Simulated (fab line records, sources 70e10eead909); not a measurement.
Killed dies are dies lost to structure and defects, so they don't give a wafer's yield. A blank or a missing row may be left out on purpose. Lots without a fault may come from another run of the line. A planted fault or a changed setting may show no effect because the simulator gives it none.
Which tool did it? | flow nand_harc | 14 lots, 42 wafers sampled, at 4 steps of a route of 1302

WHAT THE GAUGES READ, wafer by wafer
NHARC_A_START_INSPECT_01.
lot  | measured     | on                | raw_defect_count
L308 | day 6 22:58  | defect_inspect-01 | 3 4 3
L310 | day 7 12:37  | defect_inspect-01 | 1 8 4
L311 | day 8 03:46  | defect_inspect-02 | 5 1 3
L314 | day 9 09:15  | defect_inspect-01 | 2 0 3
L321 | day 11 23:14 | defect_inspect-02 | 2 3 5
L320 | day 12 00:28 | defect_inspect-01 | 2 2 5
L323 | day 12 15:46 | defect_inspect-01 | 5 2 6
L322 | day 12 17:02 | defect_inspect-01 | 3 5 8
L325 | day 13 15:19 | defect_inspect-01 | 6 3 3
L327 | day 14 12:51 | defect_inspect-02 | 5 3 3
L328 | day 15 00:41 | defect_inspect-02 | 3 4 2
L329 | day 15 17:23 | defect_inspect-02 | 3 2 1
L331 | day 16 03:39 | defect_inspect-01 | 1 6 3
L330 | day 16 04:04 | defect_inspect-02 | 4 2 2

NHARC_A_ZERO_WELL_INSPECT_17.
lot  | measured     | on                | raw_defect_count
L308 | day 7 01:19  | defect_inspect-01 | 18 5 5
L310 | day 7 15:04  | defect_inspect-02 | 10 10 14
L311 | day 8 06:04  | defect_inspect-02 | 6 9 20
L314 | day 9 11:25  | defect_inspect-01 | 11 9 14
L321 | day 12 01:24 | defect_inspect-01 | 14 5 10
L320 | day 12 02:38 | defect_inspect-01 | 16 8 1
L323 | day 12 17:59 | defect_inspect-01 | 9 15 10
L322 | day 12 19:14 | defect_inspect-02 | 11 4 5
L325 | day 13 17:41 | defect_inspect-01 | 5 8 2
L327 | day 14 15:15 | defect_inspect-01 | 17 8 8
L328 | day 15 03:00 | defect_inspect-02 | 8 15 11
L329 | day 15 19:42 | defect_inspect-01 | 5 11 9
L331 | day 16 05:59 | defect_inspect-02 | 11 19 6
L330 | day 16 06:21 | defect_inspect-02 | 7 11 13

WHICH TOOL RAN EACH LOT (tool, then ch and the chambers of the sampled wafers, then the start)
lot  | NHARC_P_BONDPAD_DEGAS_25     | NHARC_A_ZERO_WELL_RTA_16
L308 | pvd_sputter-01, day 6 20:46  | rtp_anneal-02 ch 0, day 7 01:07
L310 | pvd_sputter-01, day 7 10:29  | rtp_anneal-02, day 7 14:56
L311 | pvd_sputter-03, day 8 01:41  | rtp_anneal-02, day 8 05:52
L314 | pvd_sputter-01, day 9 07:10  | rtp_anneal-01 ch 0, day 9 11:18
L321 | pvd_sputter-01, day 11 21:08 | rtp_anneal-01 ch 0, day 12 01:12
L320 | pvd_sputter-02, day 11 22:13 | rtp_anneal-02 ch 0, day 12 02:27
L323 | pvd_sputter-02, day 12 13:40 | rtp_anneal-01 ch 0, day 12 17:48
L322 | pvd_sputter-02, day 12 14:56 | rtp_anneal-02 ch 0, day 12 19:02
L325 | pvd_sputter-01, day 13 13:14 | rtp_anneal-02 ch 0, day 13 17:29
L327 | pvd_sputter-03, day 14 10:45 | rtp_anneal-01 ch 0, day 14 15:05
L328 | pvd_sputter-01, day 14 22:35 | rtp_anneal-02 ch 0, day 15 02:50
L329 | pvd_sputter-02, day 15 15:17 | rtp_anneal-01 ch 0, day 15 19:33
L331 | pvd_sputter-02, day 16 01:35 | rtp_anneal-01 ch 0, day 16 05:49
L330 | pvd_sputter-01, day 16 01:58 | rtp_anneal-02 ch 0, day 16 06:11
- NHARC_P_BONDPAD_DEGAS_25: time 60 s.
- NHARC_A_ZERO_WELL_RTA_16: time 10 s.

WHAT THE TOOLS THEMSELVES READ (means of the sampled wafers that have a number; where no wafer has one, the mark that the record gives instead)
NHARC_P_BONDPAD_DEGAS_25.
lot  | tool           | heater_power_w (W)
L308 | pvd_sputter-01 | 479
L310 | pvd_sputter-01 | 491
L311 | pvd_sputter-03 | 429
L314 | pvd_sputter-01 | 495
L321 | pvd_sputter-01 | 473
L320 | pvd_sputter-02 | 484
L323 | pvd_sputter-02 | 487
L322 | pvd_sputter-02 | 488
L325 | pvd_sputter-01 | 500
L327 | pvd_sputter-03 | 430
L328 | pvd_sputter-01 | 454
L329 | pvd_sputter-02 | 510
L331 | pvd_sputter-02 | 537
L330 | pvd_sputter-01 | 506

NHARC_A_ZERO_WELL_RTA_16.
lot  | tool          | anneal_temp_c_max | lamp_power_pct (%) | lamp_zone_1_pct (%) | wafer_temp_C_max
L308 | rtp_anneal-02 | 1004.1            | 30.9               | 30.9                | 1006.4
L310 | rtp_anneal-02 | -                 | -                  | -                   | -
L311 | rtp_anneal-02 | -                 | -                  | -                   | -
L314 | rtp_anneal-01 | 1007.8            | 29.6               | 29.6                | 1004.7
L321 | rtp_anneal-01 | 1008.5            | 29.7               | 29.7                | 1004.3
L320 | rtp_anneal-02 | 1003.2            | 30.9               | 30.9                | 1006.1
L323 | rtp_anneal-01 | 1008.0            | 29.7               | 29.7                | 1004.3
L322 | rtp_anneal-02 | 1004.3            | 31.0               | 30.9                | 1006.1
L325 | rtp_anneal-02 | 1003.2            | 30.9               | 30.9                | 1006.1
L327 | rtp_anneal-01 | 1008.0            | 29.7               | 29.7                | 1004.3
L328 | rtp_anneal-02 | 1003.7            | 30.9               | 30.9                | 1006.2
L329 | rtp_anneal-01 | 1008.5            | 29.7               | 29.7                | 1005.4
L331 | rtp_anneal-01 | 1008.2            | 29.7               | 29.7                | 1004.1
L330 | rtp_anneal-02 | 1003.8            | 30.9               | 30.9                | 1007.4

THE ANSWER, worked out from the rows above alone
Rule: what is usual is taken from the lots themselves. Put in order of their means at a reading, lots are off if they are a third of the lots or fewer, leave a main group of 4 or more, and stand apart from it by a gap of 3 or more times the standard deviation of the main group's means; of several such gaps the widest counts. A main group whose means are all the same, to the digits that the tables above print for the reading, isn't used. A lot without any number at a reading at which 4 lots or more have one is off too. The other lots that the step has rows for count as sound. The gauges are gone through in route order, then the tools' own readings, and for those a lot's mean is taken as printed above. The first step at which some lot is off is used, and at that step the reading that is off furthest; a lot without a number counts as furthest.
Off: L310, L311, at NHARC_A_ZERO_WELL_RTA_16 (anneal_temp_c_max). Without a number there: L310, L311. The main group: mean 1005.9, standard deviation 2.3.
A tool fits if, at that step or a process step before it, it ran every lot that is off, and no sound lot after the first of them. None of those tried fits.

WHAT THE SIMULATOR HAD PUT IN
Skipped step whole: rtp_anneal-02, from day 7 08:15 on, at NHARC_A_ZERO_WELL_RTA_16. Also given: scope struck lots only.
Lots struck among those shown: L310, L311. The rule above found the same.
